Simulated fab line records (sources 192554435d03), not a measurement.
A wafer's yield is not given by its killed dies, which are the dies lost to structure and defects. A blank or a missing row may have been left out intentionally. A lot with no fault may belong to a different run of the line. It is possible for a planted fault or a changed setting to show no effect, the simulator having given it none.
Which tool is to blame? / flow n5_finfet / 9 lots with 25 wafers sampled at 5 steps, on a route of 1938 steps

WHAT EACH GAUGE READ, for each wafer
The record lacks any reading of a measuring or inspecting step that a usual standard deviation could be used to judge.

WHICH TOOL RAN EACH LOT (tool, then ch and the chambers of the sampled wafers, then the start)
lot=L464; N5_BEOL_M8_ETCH_62=rie_diel-04 ch 0,2,3, day 9 18:10; N5_BEOL_M8_VIA_ETCH_34=rie_diel-04 ch 0,2,3, day 9 22:07; N5_BEOL_M8_TRENCH_ETCH_37=rie_diel-04 ch 0,2,3, day 13 06:51 or earlier; N5_BEOL_M8_ETCH_41=rie_diel-04 ch 0,2,3, day 13 06:51 or earlier; N5_PASSIVATION_PROBE_49=prober-02, day 13 06:51
lot=L473; N5_BEOL_M8_ETCH_62=rie_diel-04 ch 0,1,2, day 11 20:37; N5_BEOL_M8_VIA_ETCH_34=rie_diel-04 ch 1,2, day 11 21:43; N5_BEOL_M8_TRENCH_ETCH_37=rie_diel-04 ch 1,2, day 14 23:25 or earlier; N5_BEOL_M8_ETCH_41=rie_diel-04 ch 1,2, day 14 23:25 or earlier; N5_PASSIVATION_PROBE_49=prober-01, day 14 23:25
lot=L474; N5_BEOL_M8_ETCH_62=rie_diel-04 ch 1,2,3, day 12 01:43; N5_BEOL_M8_VIA_ETCH_34=rie_diel-04 ch 0,1,2, day 12 04:26; N5_BEOL_M8_TRENCH_ETCH_37=rie_diel-04 ch 0,1,2, day 15 04:01 or earlier; N5_BEOL_M8_ETCH_41=rie_diel-04 ch 0,1,2, day 15 04:01 or earlier; N5_PASSIVATION_PROBE_49=prober-01, day 15 04:01
lot=L477; N5_BEOL_M8_ETCH_62=rie_diel-06 ch 1,2,3, day 13 01:32; N5_BEOL_M8_VIA_ETCH_34=rie_diel-04 ch 0,1,3, day 13 03:28; N5_BEOL_M8_TRENCH_ETCH_37=rie_diel-04 ch 0,1,3, day 15 22:22 or earlier; N5_BEOL_M8_ETCH_41=rie_diel-04 ch 0,1,3, day 15 22:22 or earlier; N5_PASSIVATION_PROBE_49=prober-02, day 15 22:22
lot=L480; N5_BEOL_M8_ETCH_62=rie_diel-05 ch 1,2,3, day 14 01:08; N5_BEOL_M8_VIA_ETCH_34=rie_diel-04 ch 1,2,3, day 14 03:11; N5_BEOL_M8_TRENCH_ETCH_37=rie_diel-04 ch 1,2,3, day 17 03:47 or earlier; N5_BEOL_M8_ETCH_41=rie_diel-04 ch 1,2,3, day 17 03:47 or earlier; N5_PASSIVATION_PROBE_49=prober-01, day 17 03:47
lot=L484; N5_BEOL_M8_ETCH_62=rie_diel-06 ch 0,1, day 15 09:21; N5_BEOL_M8_VIA_ETCH_34=rie_diel-05 ch 0,1, day 15 11:27; N5_BEOL_M8_TRENCH_ETCH_37=rie_diel-05 ch 0,1, day 18 05:21 or earlier; N5_BEOL_M8_ETCH_41=rie_diel-05 ch 0,1, day 18 05:21 or earlier; N5_PASSIVATION_PROBE_49=prober-01, day 18 05:21
lot=L485; N5_BEOL_M8_ETCH_62=rie_diel-06 ch 0,1,3, day 16 07:26; N5_BEOL_M8_VIA_ETCH_34=rie_diel-05 ch 0,1,3, day 16 09:02; N5_BEOL_M8_TRENCH_ETCH_37=rie_diel-05 ch 0,1,3, day 19 10:22 or earlier; N5_BEOL_M8_ETCH_41=rie_diel-05 ch 0,1,3, day 19 10:22 or earlier; N5_PASSIVATION_PROBE_49=prober-01, day 19 10:22
lot=L486; N5_BEOL_M8_ETCH_62=rie_diel-05 ch 1,2, day 16 07:27; N5_BEOL_M8_VIA_ETCH_34=rie_diel-06 ch 0,2, day 16 08:50; N5_BEOL_M8_TRENCH_ETCH_37=rie_diel-06 ch 0,2, day 19 18:01 or earlier; N5_BEOL_M8_ETCH_41=rie_diel-06 ch 0,2, day 19 18:01 or earlier; N5_PASSIVATION_PROBE_49=prober-01, day 19 18:01
lot=L487; N5_BEOL_M8_ETCH_62=rie_diel-05 ch 1,2, day 16 08:01; N5_BEOL_M8_VIA_ETCH_34=rie_diel-04 ch 1,2, day 16 13:38; N5_BEOL_M8_TRENCH_ETCH_37=rie_diel-04 ch 1,2, day 19 18:22 or earlier; N5_BEOL_M8_ETCH_41=rie_diel-04 ch 1,2, day 19 18:22 or earlier; N5_PASSIVATION_PROBE_49=prober-01, day 19 18:22
- N5_BEOL_M8_ETCH_62: etches SOC in N2/H2, target depth 110 nm, overetch 22 nm, time 165 s.
- N5_BEOL_M8_VIA_ETCH_34: etches SiCOH lowk in C4F6/O2, target depth 125.5 nm, time 50.5 s.
- N5_BEOL_M8_TRENCH_ETCH_37: etches SiCOH lowk in C4F6/O2, target depth 93.478 nm, time 31.2 s.
- N5_BEOL_M8_ETCH_41: etches SiCN in CH3F/O2, target depth 31.9 nm, time 57.8 s.
- N5_PASSIVATION_PROBE_49

WHAT THE TOOLS THEMSELVES READ (means of the sampled wafers that have a number; where no wafer has one, the mark that the record gives instead)
N5_BEOL_M8_ETCH_62. Usual: drypump_motor_current_A 5.6 A, standard deviation 0.49; oes_product_au 0.68 a.u., standard deviation 0.067; rf_fwd_power_W 837.4 W, standard deviation 2.7; rf_vpp_V 524.3 V, standard deviation 3; showerhead_plenum_p_Torr 2.56 Torr, standard deviation 0.099; temp_c 40.00 C, standard deviation 0.098; throttle_valve_pct 17.72 %, standard deviation 0.28.
lot=L464; tool=rie_diel-04; drypump_motor_current_A (A)=5.5; oes_product_au (a.u.)=0.67; rf_fwd_power_W (W)=836.4; rf_vpp_V (V)=524.0; showerhead_plenum_p_Torr (Torr)=2.52; temp_c (C)=40.01; throttle_valve_pct (%)=17.86; flag=
lot=L473; tool=rie_diel-04; drypump_motor_current_A (A)=5.5; oes_product_au (a.u.)=0.64; rf_fwd_power_W (W)=839.4; rf_vpp_V (V)=525.0; showerhead_plenum_p_Torr (Torr)=2.58; temp_c (C)=39.97; throttle_valve_pct (%)=17.81; flag=
lot=L474; tool=rie_diel-04; drypump_motor_current_A (A)=5.8; oes_product_au (a.u.)=0.63; rf_fwd_power_W (W)=835.7; rf_vpp_V (V)=523.7; showerhead_plenum_p_Torr (Torr)=2.53; temp_c (C)=40.04; throttle_valve_pct (%)=17.90; flag=
lot=L477; tool=rie_diel-06; drypump_motor_current_A (A)=5.6; oes_product_au (a.u.)=0.68; rf_fwd_power_W (W)=836.5; rf_vpp_V (V)=523.0; showerhead_plenum_p_Torr (Torr)=2.52; temp_c (C)=39.95; throttle_valve_pct (%)=17.68; flag=
lot=L480; tool=rie_diel-05; drypump_motor_current_A (A)=5.3; oes_product_au (a.u.)=0.75; rf_fwd_power_W (W)=834.9; rf_vpp_V (V)=525.4; showerhead_plenum_p_Torr (Torr)=2.61; temp_c (C)=39.92; throttle_valve_pct (%)=17.53; flag=
lot=L484; tool=rie_diel-06; drypump_motor_current_A (A)=5.8; oes_product_au (a.u.)=0.64; rf_fwd_power_W (W)=835.5; rf_vpp_V (V)=522.9; showerhead_plenum_p_Torr (Torr)=2.51; temp_c (C)=40.02; throttle_valve_pct (%)=17.98; flag=
lot=L485; tool=rie_diel-06; drypump_motor_current_A (A)=5.8; oes_product_au (a.u.)=0.64; rf_fwd_power_W (W)=835.7; rf_vpp_V (V)=524.7; showerhead_plenum_p_Torr (Torr)=2.58; temp_c (C)=40.03; throttle_valve_pct (%)=18.00; flag=
lot=L486; tool=rie_diel-05; drypump_motor_current_A (A)=5.2; oes_product_au (a.u.)=0.71; rf_fwd_power_W (W)=839.5; rf_vpp_V (V)=526.5; showerhead_plenum_p_Torr (Torr)=2.62; temp_c (C)=40.03; throttle_valve_pct (%)=17.54; flag=
lot=L487; tool=rie_diel-05; drypump_motor_current_A (A)=5.2; oes_product_au (a.u.)=0.71; rf_fwd_power_W (W)=837.8; rf_vpp_V (V)=526.7; showerhead_plenum_p_Torr (Torr)=2.62; temp_c (C)=39.94; throttle_valve_pct (%)=17.54; flag=

N5_BEOL_M8_VIA_ETCH_34. Usual: drypump_motor_current_A 5.6 A, standard deviation 0.47; mfc_ar_sccm 300.0 sccm, standard deviation 0.96; oes_o_777_au 0.80 a.u., standard deviation 0.081; oes_product_au 0.80 a.u., standard deviation 0.083; rf_fwd_power_W 341.5 W, standard deviation 1.6; rf_vpp_V 673 V, standard deviation 16; showerhead_plenum_p_Torr 2.86 Torr, standard deviation 0.099; throttle_valve_pct 20.85 %, standard deviation 0.28.
lot=L464; tool=rie_diel-04; drypump_motor_current_A (A)=5.5; mfc_ar_sccm (sccm)=300.7; oes_o_777_au (a.u.)=0.80; oes_product_au (a.u.)=0.80; rf_fwd_power_W (W)=341.9; rf_vpp_V (V)=679; showerhead_plenum_p_Torr (Torr)=2.83; throttle_valve_pct (%)=20.95; flag=
lot=L473; tool=rie_diel-04; drypump_motor_current_A (A)=5.9; mfc_ar_sccm (sccm)=299.4; oes_o_777_au (a.u.)=0.75; oes_product_au (a.u.)=0.74; rf_fwd_power_W (W)=340.7; rf_vpp_V (V)=686; showerhead_plenum_p_Torr (Torr)=2.90; throttle_valve_pct (%)=20.77; flag=
lot=L474; tool=rie_diel-04; drypump_motor_current_A (A)=5.5; mfc_ar_sccm (sccm)=300.2; oes_o_777_au (a.u.)=0.76; oes_product_au (a.u.)=0.77; rf_fwd_power_W (W)=341.3; rf_vpp_V (V)=689; showerhead_plenum_p_Torr (Torr)=2.89; throttle_valve_pct (%)=20.81; flag=
lot=L477; tool=rie_diel-04; drypump_motor_current_A (A)=5.5; mfc_ar_sccm (sccm)=300.7; oes_o_777_au (a.u.)=0.92; oes_product_au (a.u.)=0.78; rf_fwd_power_W (W)=424.2; rf_vpp_V (V)=613; showerhead_plenum_p_Torr (Torr)=2.83; throttle_valve_pct (%)=20.87; flag=OFF
lot=L480; tool=rie_diel-04; drypump_motor_current_A (A)=5.9; mfc_ar_sccm (sccm)=299.4; oes_o_777_au (a.u.)=0.93; oes_product_au (a.u.)=0.77; rf_fwd_power_W (W)=424.0; rf_vpp_V (V)=608; showerhead_plenum_p_Torr (Torr)=2.83; throttle_valve_pct (%)=20.97; flag=OFF
lot=L484; tool=rie_diel-05; drypump_motor_current_A (A)=5.6; mfc_ar_sccm (sccm)=300.4; oes_o_777_au (a.u.)=0.80; oes_product_au (a.u.)=0.80; rf_fwd_power_W (W)=343.2; rf_vpp_V (V)=678; showerhead_plenum_p_Torr (Torr)=2.84; throttle_valve_pct (%)=21.08; flag=
lot=L485; tool=rie_diel-05; drypump_motor_current_A (A)=5.7; mfc_ar_sccm (sccm)=300.4; oes_o_777_au (a.u.)=0.80; oes_product_au (a.u.)=0.81; rf_fwd_power_W (W)=341.8; rf_vpp_V (V)=671; showerhead_plenum_p_Torr (Torr)=2.83; throttle_valve_pct (%)=20.97; flag=
lot=L486; tool=rie_diel-06; drypump_motor_current_A (A)=5.4; mfc_ar_sccm (sccm)=299.9; oes_o_777_au (a.u.)=0.86; oes_product_au (a.u.)=0.86; rf_fwd_power_W (W)=340.5; rf_vpp_V (V)=660; showerhead_plenum_p_Torr (Torr)=2.88; throttle_valve_pct (%)=20.63; flag=
lot=L487; tool=rie_diel-04; drypump_motor_current_A (A)=5.9; mfc_ar_sccm (sccm)=300.2; oes_o_777_au (a.u.)=0.73; oes_product_au (a.u.)=0.72; rf_fwd_power_W (W)=342.1; rf_vpp_V (V)=684; showerhead_plenum_p_Torr (Torr)=2.88; throttle_valve_pct (%)=20.90; flag=

N5_BEOL_M8_TRENCH_ETCH_37. Usual: drypump_motor_current_A 5.6 A, standard deviation 0.47; mfc_ar_sccm 300.1 sccm, standard deviation 0.96; oes_o_777_au 0.80 a.u., standard deviation 0.081; oes_product_au 0.80 a.u., standard deviation 0.083; rf_fwd_power_W 340.3 W, standard deviation 2.1; rf_vpp_V 674 V, standard deviation 16; showerhead_plenum_p_Torr 2.86 Torr, standard deviation 0.099; throttle_valve_pct 20.88 %, standard deviation 0.28.
lot=L464; tool=rie_diel-04; drypump_motor_current_A (A)=5.4; mfc_ar_sccm (sccm)=300.9; oes_o_777_au (a.u.)=0.80; oes_product_au (a.u.)=0.79; rf_fwd_power_W (W)=339.6; rf_vpp_V (V)=679; showerhead_plenum_p_Torr (Torr)=2.83; throttle_valve_pct (%)=20.98; flag=
lot=L473; tool=rie_diel-04; drypump_motor_current_A (A)=5.9; mfc_ar_sccm (sccm)=299.6; oes_o_777_au (a.u.)=0.75; oes_product_au (a.u.)=0.73; rf_fwd_power_W (W)=340.8; rf_vpp_V (V)=687; showerhead_plenum_p_Torr (Torr)=2.90; throttle_valve_pct (%)=20.81; flag=
lot=L474; tool=rie_diel-04; drypump_motor_current_A (A)=5.5; mfc_ar_sccm (sccm)=299.9; oes_o_777_au (a.u.)=0.76; oes_product_au (a.u.)=0.76; rf_fwd_power_W (W)=340.5; rf_vpp_V (V)=689; showerhead_plenum_p_Torr (Torr)=2.89; throttle_valve_pct (%)=20.85; flag=
lot=L477; tool=rie_diel-04; drypump_motor_current_A (A)=5.5; mfc_ar_sccm (sccm)=299.5; oes_o_777_au (a.u.)=0.74; oes_product_au (a.u.)=0.75; rf_fwd_power_W (W)=341.6; rf_vpp_V (V)=683; showerhead_plenum_p_Torr (Torr)=2.83; throttle_valve_pct (%)=20.88; flag=
lot=L480; tool=rie_diel-04; drypump_motor_current_A (A)=5.8; mfc_ar_sccm (sccm)=299.9; oes_o_777_au (a.u.)=0.75; oes_product_au (a.u.)=0.74; rf_fwd_power_W (W)=341.1; rf_vpp_V (V)=678; showerhead_plenum_p_Torr (Torr)=2.83; throttle_valve_pct (%)=21.00; flag=
lot=L484; tool=rie_diel-05; drypump_motor_current_A (A)=5.5; mfc_ar_sccm (sccm)=299.9; oes_o_777_au (a.u.)=0.80; oes_product_au (a.u.)=0.81; rf_fwd_power_W (W)=342.6; rf_vpp_V (V)=679; showerhead_plenum_p_Torr (Torr)=2.84; throttle_valve_pct (%)=21.12; flag=
lot=L485; tool=rie_diel-05; drypump_motor_current_A (A)=5.7; mfc_ar_sccm (sccm)=299.1; oes_o_777_au (a.u.)=0.79; oes_product_au (a.u.)=0.80; rf_fwd_power_W (W)=341.7; rf_vpp_V (V)=672; showerhead_plenum_p_Torr (Torr)=2.83; throttle_valve_pct (%)=21.01; flag=
lot=L486; tool=rie_diel-06; drypump_motor_current_A (A)=5.3; mfc_ar_sccm (sccm)=300.1; oes_o_777_au (a.u.)=0.86; oes_product_au (a.u.)=0.85; rf_fwd_power_W (W)=338.4; rf_vpp_V (V)=660; showerhead_plenum_p_Torr (Torr)=2.88; throttle_valve_pct (%)=20.66; flag=
lot=L487; tool=rie_diel-04; drypump_motor_current_A (A)=5.9; mfc_ar_sccm (sccm)=300.0; oes_o_777_au (a.u.)=0.73; oes_product_au (a.u.)=0.72; rf_fwd_power_W (W)=340.1; rf_vpp_V (V)=686; showerhead_plenum_p_Torr (Torr)=2.88; throttle_valve_pct (%)=20.94; flag=

N5_BEOL_M8_ETCH_41. Usual: drypump_motor_current_A 5.6 A, standard deviation 0.47; mfc_ar_sccm 150.0 sccm, standard deviation 0.44; oes_product_au 0.80 a.u., standard deviation 0.084; rf_fwd_power_W 391.5 W, standard deviation 1.7; rf_vpp_V 297.5 V, standard deviation 1.8; showerhead_plenum_p_Torr 2.01 Torr, standard deviation 0.073; throttle_valve_pct 16.28 %, standard deviation 0.26.
lot=L464; tool=rie_diel-04; drypump_motor_current_A (A)=5.4; mfc_ar_sccm (sccm)=149.7; oes_product_au (a.u.)=0.79; rf_fwd_power_W (W)=392.4; rf_vpp_V (V)=296.8; showerhead_plenum_p_Torr (Torr)=1.99; throttle_valve_pct (%)=16.35; flag=
lot=L473; tool=rie_diel-04; drypump_motor_current_A (A)=5.9; mfc_ar_sccm (sccm)=150.1; oes_product_au (a.u.)=0.73; rf_fwd_power_W (W)=392.7; rf_vpp_V (V)=298.1; showerhead_plenum_p_Torr (Torr)=2.05; throttle_valve_pct (%)=16.26; flag=
lot=L474; tool=rie_diel-04; drypump_motor_current_A (A)=5.5; mfc_ar_sccm (sccm)=150.4; oes_product_au (a.u.)=0.76; rf_fwd_power_W (W)=391.9; rf_vpp_V (V)=297.8; showerhead_plenum_p_Torr (Torr)=2.03; throttle_valve_pct (%)=16.26; flag=
lot=L477; tool=rie_diel-04; drypump_motor_current_A (A)=5.5; mfc_ar_sccm (sccm)=149.9; oes_product_au (a.u.)=0.75; rf_fwd_power_W (W)=391.6; rf_vpp_V (V)=296.7; showerhead_plenum_p_Torr (Torr)=1.99; throttle_valve_pct (%)=16.30; flag=
lot=L480; tool=rie_diel-04; drypump_motor_current_A (A)=5.8; mfc_ar_sccm (sccm)=150.0; oes_product_au (a.u.)=0.73; rf_fwd_power_W (W)=392.2; rf_vpp_V (V)=297.1; showerhead_plenum_p_Torr (Torr)=1.99; throttle_valve_pct (%)=16.42; flag=
lot=L484; tool=rie_diel-05; drypump_motor_current_A (A)=5.6; mfc_ar_sccm (sccm)=150.3; oes_product_au (a.u.)=0.81; rf_fwd_power_W (W)=393.5; rf_vpp_V (V)=297.1; showerhead_plenum_p_Torr (Torr)=2.00; throttle_valve_pct (%)=16.45; flag=
lot=L485; tool=rie_diel-05; drypump_motor_current_A (A)=5.7; mfc_ar_sccm (sccm)=150.2; oes_product_au (a.u.)=0.80; rf_fwd_power_W (W)=391.1; rf_vpp_V (V)=297.4; showerhead_plenum_p_Torr (Torr)=1.98; throttle_valve_pct (%)=16.39; flag=
lot=L486; tool=rie_diel-06; drypump_motor_current_A (A)=5.3; mfc_ar_sccm (sccm)=149.9; oes_product_au (a.u.)=0.85; rf_fwd_power_W (W)=391.0; rf_vpp_V (V)=297.6; showerhead_plenum_p_Torr (Torr)=2.02; throttle_valve_pct (%)=16.07; flag=
lot=L487; tool=rie_diel-04; drypump_motor_current_A (A)=5.8; mfc_ar_sccm (sccm)=149.6; oes_product_au (a.u.)=0.72; rf_fwd_power_W (W)=391.6; rf_vpp_V (V)=298.5; showerhead_plenum_p_Torr (Torr)=2.02; throttle_valve_pct (%)=16.38; flag=

N5_PASSIVATION_PROBE_49. Usual: defect_limited_yield 91.0 %, standard deviation 1.6; killed_at_M0_to_M3 35, standard deviation 11; killed_at_M4_up 14, standard deviation 5.3; killed_at_contacts 13, standard deviation 6.7; killed_at_front_end 41, standard deviation 12; killed_at_other 3.9, standard deviation 2.7; killed_dies 106, standard deviation 19; killed_on_rim 14, standard deviation 4; killed_open 70, standard deviation 14; killed_short 35, standard deviation 8.8; sort_bin_5_function 5.3 %, standard deviation 1; sort_bin_6_memory 3.3 %, standard deviation 0.81; sort_n_pass 1073, standard deviation 19; sort_yield_pct 91.0 %, standard deviation 1.6.
lot=L464; tool=prober-02; defect_limited_yield (%)=91.5; killed_at_M0_to_M3=30; killed_at_M4_up=20; killed_at_contacts=14; killed_at_front_end=34; killed_at_other=3.3; killed_dies=100; killed_on_rim=13; killed_open=72; killed_short=23; sort_bin_5_function (%)=4.8; sort_bin_6_memory (%)=3.3; sort_n_pass=1080; sort_yield_pct (%)=91.5; flag=
lot=L473; tool=prober-01; defect_limited_yield (%)=92.1; killed_at_M0_to_M3=16; killed_at_M4_up=22; killed_at_contacts=8; killed_at_front_end=40; killed_at_other=6.3; killed_dies=93; killed_on_rim=9; killed_open=57; killed_short=34; sort_bin_5_function (%)=5.3; sort_bin_6_memory (%)=2.4; sort_n_pass=1087; sort_yield_pct (%)=92.1; flag=
lot=L474; tool=prober-01; defect_limited_yield (%)=92.8; killed_at_M0_to_M3=30; killed_at_M4_up=8; killed_at_contacts=9; killed_at_front_end=33; killed_at_other=3.7; killed_dies=85; killed_on_rim=12; killed_open=55; killed_short=29; sort_bin_5_function (%)=4.4; sort_bin_6_memory (%)=2.6; sort_n_pass=1095; sort_yield_pct (%)=92.8; flag=
lot=L477; tool=prober-02; defect_limited_yield (%)=89.1; killed_at_M0_to_M3=42; killed_at_M4_up=18; killed_at_contacts=16; killed_at_front_end=46; killed_at_other=6.3; killed_dies=129; killed_on_rim=14; killed_open=80; killed_short=49; sort_bin_5_function (%)=7.0; sort_bin_6_memory (%)=3.5; sort_n_pass=1051; sort_yield_pct (%)=89.1; flag=
lot=L480; tool=prober-01; defect_limited_yield (%)=92.0; killed_at_M0_to_M3=28; killed_at_M4_up=14; killed_at_contacts=14; killed_at_front_end=32; killed_at_other=7.0; killed_dies=94; killed_on_rim=10; killed_open=69; killed_short=24; sort_bin_5_function (%)=4.4; sort_bin_6_memory (%)=3.3; sort_n_pass=1086; sort_yield_pct (%)=92.0; flag=
lot=L484; tool=prober-01; defect_limited_yield (%)=91.3; killed_at_M0_to_M3=29; killed_at_M4_up=16; killed_at_contacts=16; killed_at_front_end=38; killed_at_other=4.0; killed_dies=103; killed_on_rim=14; killed_open=73; killed_short=28; sort_bin_5_function (%)=5.4; sort_bin_6_memory (%)=3.0; sort_n_pass=1077; sort_yield_pct (%)=91.3; flag=
lot=L485; tool=prober-01; defect_limited_yield (%)=90.8; killed_at_M0_to_M3=37; killed_at_M4_up=20; killed_at_contacts=12; killed_at_front_end=35; killed_at_other=5.0; killed_dies=109; killed_on_rim=14; killed_open=74; killed_short=33; sort_bin_5_function (%)=5.4; sort_bin_6_memory (%)=3.5; sort_n_pass=1071; sort_yield_pct (%)=90.8; flag=
lot=L486; tool=prober-01; defect_limited_yield (%)=89.8; killed_at_M0_to_M3=35; killed_at_M4_up=10; killed_at_contacts=22; killed_at_front_end=48; killed_at_other=5.5; killed_dies=120; killed_on_rim=20; killed_open=78; killed_short=39; sort_bin_5_function (%)=6.2; sort_bin_6_memory (%)=3.3; sort_n_pass=1060; sort_yield_pct (%)=89.8; flag=
lot=L487; tool=prober-01; defect_limited_yield (%)=91.2; killed_at_M0_to_M3=30; killed_at_M4_up=10; killed_at_contacts=16; killed_at_front_end=44; killed_at_other=4.0; killed_dies=104; killed_on_rim=12; killed_open=70; killed_short=33; sort_bin_5_function (%)=5.0; sort_bin_6_memory (%)=3.6; sort_n_pass=1076; sort_yield_pct (%)=91.2; flag=

THE ANSWER, worked out from the rows above alone
Rule: take the mean of a lot's wafers that have a number; if it is more than 3 standard deviations from the usual mean, the lot is off. A lot without any number at a reading at which 4 lots or more have one is off too. Any other lot the step has rows for is counted as sound. After the gauges, taken in route order, come the tools' own readings; for these a lot's mean is taken, as printed above. At the first step where some lot is off, the reading lying furthest off is the one used; lots without a number count as furthest.
Off: L477, L480, at N5_BEOL_M8_VIA_ETCH_34 (rf_fwd_power_W).
A tool fits if, at that step or a process step before it, it ran every lot that is off, and no sound lot after the first of them. No candidate that was tried fits.

WHAT HAD BEEN PUT IN BY THE SIMULATOR
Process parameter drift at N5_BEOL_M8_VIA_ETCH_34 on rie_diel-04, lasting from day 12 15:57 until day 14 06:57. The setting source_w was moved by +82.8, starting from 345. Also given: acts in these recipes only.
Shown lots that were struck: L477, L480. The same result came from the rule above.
